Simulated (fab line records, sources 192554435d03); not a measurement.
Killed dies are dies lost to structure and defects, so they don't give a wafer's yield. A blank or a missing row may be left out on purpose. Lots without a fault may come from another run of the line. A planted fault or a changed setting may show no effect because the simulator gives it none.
Problem report in the 8D (eight disciplines) form, filled by code | flow n5_finfet | the parts of the form that need people (team, actions taken, sign-off) are left out

1. THE PROBLEM
run_length_s at N5_PASSIVATION_PASS_ETCH_47 reads a mean of 437.0 s on 6 wafers of 2 lots; wafers without a fault read 408.2 s with a standard deviation of 0.53. That is +54 standard deviations from the usual mean.
The step: etches SiNx in CF4/O2, target depth 770 nm, time 385 s.
First seen on wafer L449.2, day 16 11:03, on rie_diel-04. The record holds 18 wafers of 6 lots with a number at this step. Rule for "out", or "out of limits": more than 4 standard deviations from the usual mean. The other wafers with a number count as sound.

2. WHAT IT IS AND WHAT IT IS NOT
question                    | is                     | is not
which readings at this step | run_length_s           | drypump_motor_current_A, oes_product_au, rf_vpp_V, showerhead_plenum_p_Torr, throttle_valve_pct
which lots                  | L449, L450             | L443, L444, L453, L454
which wafers of those lots  | all that have a number | -
read on which tools         | rie_diel-04            | rie_diel-01, rie_diel-05
when                        | from day 16 11:03      | up to then (6 sound wafers); but 6 sound wafers of L453, L454 came after

3. SUSPECTS, AND WHAT RULES EACH OUT
Counting: a tool at a process step up to the reading stays a suspect if it ran every lot that is out and no sound lot after the first of them.
- rie_diel-04 at N5_PASSIVATION_DESCUM_46 (chemistry O2, time 7.9 s): kept. It ran every lot that is out, first L449 (day 16 11:01), and no sound lot after that; its last sound lot up to then is L444 (day 15 10:04).
- rie_diel-04 at N5_PASSIVATION_PASS_ETCH_47 (etches SiNx in CF4/O2, target depth 770 nm, time 385 s): kept. It ran every lot that is out, first L449 (day 16 11:03), and no sound lot after that; its last sound lot up to then is L444 (day 15 10:07). Its own readings are out on those wafers: run_length_s.
Left after counting: rie_diel-04 at N5_PASSIVATION_DESCUM_46, rie_diel-04 at N5_PASSIVATION_PASS_ETCH_47.

4. THE CAUSE (what the simulator had put in)
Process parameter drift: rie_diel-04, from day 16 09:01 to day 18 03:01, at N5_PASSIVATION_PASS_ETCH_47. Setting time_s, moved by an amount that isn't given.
Counting left 2 suspects, and this tool is among them.

5. THE CHAIN OF EFFECTS, in route order
Each row: a reading whose mean over the struck wafers that have a number lies more than 3 standard deviations from the usual. Only readings for which the record gives a usual standard deviation are gone through. hours: the time from each lot's start at the first step in this table that gives one to its start at this step, as a median over the lots. sigmas: the change in usual standard deviations.
hours | step                        | reading      | usual   | on struck wafers | change | sigmas
0     | N5_PASSIVATION_PASS_ETCH_47 | run_length_s | 408.2 s | 437.0            | +28.8  | +54
The process steps in it:
- N5_PASSIVATION_PASS_ETCH_47: etches SiNx in CF4/O2, target depth 770 nm, time 385 s.

6. WHAT WOULD HAVE CAUGHT IT SOONER
In this record the first reading out of limits was taken at day 16 11:03, 2 hours after the fault began at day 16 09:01.
